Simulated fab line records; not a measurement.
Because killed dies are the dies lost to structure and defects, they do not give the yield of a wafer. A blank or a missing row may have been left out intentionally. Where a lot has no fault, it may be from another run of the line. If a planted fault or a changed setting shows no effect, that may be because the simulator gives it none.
Split-lot experiment :: flow n5Finfet :: 21 wafers read from 7 lots, route of 1938 steps

## ON THE SPLIT
At N5_SDB_EXPOSE_08 (exposes mask SDB), the setting doseMj was moved away from the recipe's 49.6 on 7 of the 21 wafers read, by -5.0% to +5.9%. This setting was run at the recipe's value on the other wafers.

## FROM THE SPLIT TO THE READING: what the file shows between them, 2 steps
- N5_SDB_PEB_09: peb time 60 s
- N5_SDB_DEVELOP_10: develop time 30 s

## THE READING
cdNm, in nm, at N5_SDB_CD_MEAS_11 (target cd 50 nm). Typical for fault-free wafers on this fab line: 50.3 nm, with standard deviation 1.1 nm.

wafer: L074.1
tool, chamber at the split: arfiScanner-03, 0
doseMj as run: 49.6
against the recipe: recipe
cdNm, nm: 49.8
against lot-mates on the recipe: -

wafer: L074.3
tool, chamber at the split: arfiScanner-03, 0
doseMj as run: 47.19
against the recipe: -4.9%
cdNm, nm: 45.0
against lot-mates on the recipe: -4.8

wafer: L074.6
tool, chamber at the split: arfiScanner-03, 0
doseMj as run: 47.19
against the recipe: -4.9%
cdNm, nm: 46.6
against lot-mates on the recipe: -3.2

wafer: L078.3
tool, chamber at the split: arfiScanner-02, 0
doseMj as run: 52.54
against the recipe: +5.9%
cdNm, nm: 57.1
against lot-mates on the recipe: +6.6

wafer: L078.4
tool, chamber at the split: arfiScanner-02, 0
doseMj as run: 49.6
against the recipe: recipe
cdNm, nm: 50.6
against lot-mates on the recipe: -

wafer: L078.6
tool, chamber at the split: arfiScanner-02, 0
doseMj as run: 49.6
against the recipe: recipe
cdNm, nm: 50.5
against lot-mates on the recipe: -

wafer: L081.1
tool, chamber at the split: arfiScanner-01, 0
doseMj as run: 50.84
against the recipe: +2.5%
cdNm, nm: 54.8
against lot-mates on the recipe: +3.5

wafer: L081.4
tool, chamber at the split: arfiScanner-01, 0
doseMj as run: 49.6
against the recipe: recipe
cdNm, nm: 51.4
against lot-mates on the recipe: -

wafer: L081.6
tool, chamber at the split: arfiScanner-01, 0
doseMj as run: 49.6
against the recipe: recipe
cdNm, nm: 51.3
against lot-mates on the recipe: -

wafer: L084.2
tool, chamber at the split: arfiScanner-02, 0
doseMj as run: 49.6
against the recipe: recipe
cdNm, nm: 51.1
against lot-mates on the recipe: -

wafer: L084.3
tool, chamber at the split: arfiScanner-02, 0
doseMj as run: 49.6
against the recipe: recipe
cdNm, nm: 51.2
against lot-mates on the recipe: -

wafer: L084.5
tool, chamber at the split: arfiScanner-02, 0
doseMj as run: 49.6
against the recipe: recipe
cdNm, nm: 50.4
against lot-mates on the recipe: -

wafer: L087.4
tool, chamber at the split: arfiScanner-01, 0
doseMj as run: 49.6
against the recipe: recipe
cdNm, nm: 48.5
against lot-mates on the recipe: -

wafer: L087.5
tool, chamber at the split: arfiScanner-01, 0
doseMj as run: 49.6
against the recipe: recipe
cdNm, nm: 50.4
against lot-mates on the recipe: -

wafer: L087.6
tool, chamber at the split: arfiScanner-01, 0
doseMj as run: 49.6
against the recipe: recipe
cdNm, nm: 49.1
against lot-mates on the recipe: -

wafer: L092.3
tool, chamber at the split: arfiScanner-01, 0
doseMj as run: 47.21
against the recipe: -4.8%
cdNm, nm: 43.5
against lot-mates on the recipe: -7.5

wafer: L092.5
tool, chamber at the split: arfiScanner-01, 0
doseMj as run: 49.6
against the recipe: recipe
cdNm, nm: 51.0
against lot-mates on the recipe: -

wafer: L092.6
tool, chamber at the split: arfiScanner-01, 0
doseMj as run: 47.21
against the recipe: -4.8%
cdNm, nm: 44.7
against lot-mates on the recipe: -6.3

wafer: L093.1
tool, chamber at the split: arfiScanner-01, 0
doseMj as run: 49.6
against the recipe: recipe
cdNm, nm: 52.1
against lot-mates on the recipe: -

wafer: L093.2
tool, chamber at the split: arfiScanner-01, 0
doseMj as run: 49.6
against the recipe: recipe
cdNm, nm: 52.4
against lot-mates on the recipe: -

wafer: L093.6
tool, chamber at the split: arfiScanner-01, 0
doseMj as run: 47.11
against the recipe: -5.0%
cdNm, nm: 46.1
against lot-mates on the recipe: -6.1

FIT RESULTS
A straight line over all 21 wafers: cdNm changes by +1.14 nm for each +1% of doseMj; r = +0.95; the points scatter about the line by 1.1 nm.
The same after taking each lot's own level away (the mean of its wafers on the recipe; 21 wafers): +1.15 nm for each +1%; r = +0.97; scatter 0.85 nm.
According to that fit, moving doseMj by its largest amount changes the reading by 6.8 nm.
Across the lots, their own levels run from 49.33 to 52.25 nm, a range of 2.7 times the standard deviation given above.
The two slopes are in agreement: the lot-to-lot level therefore moves the slope only a little.
Check: +6.97 nm against its lot-mates is what the line predicts for one of the wafers moved furthest among these (+5.9%) when that wafer is left out of the fit. Against them it came out at +6.55 nm.

## FILE'S OWN FIT
cdNm changes by +1.16 nm for each +1% of doseMj, r = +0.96.
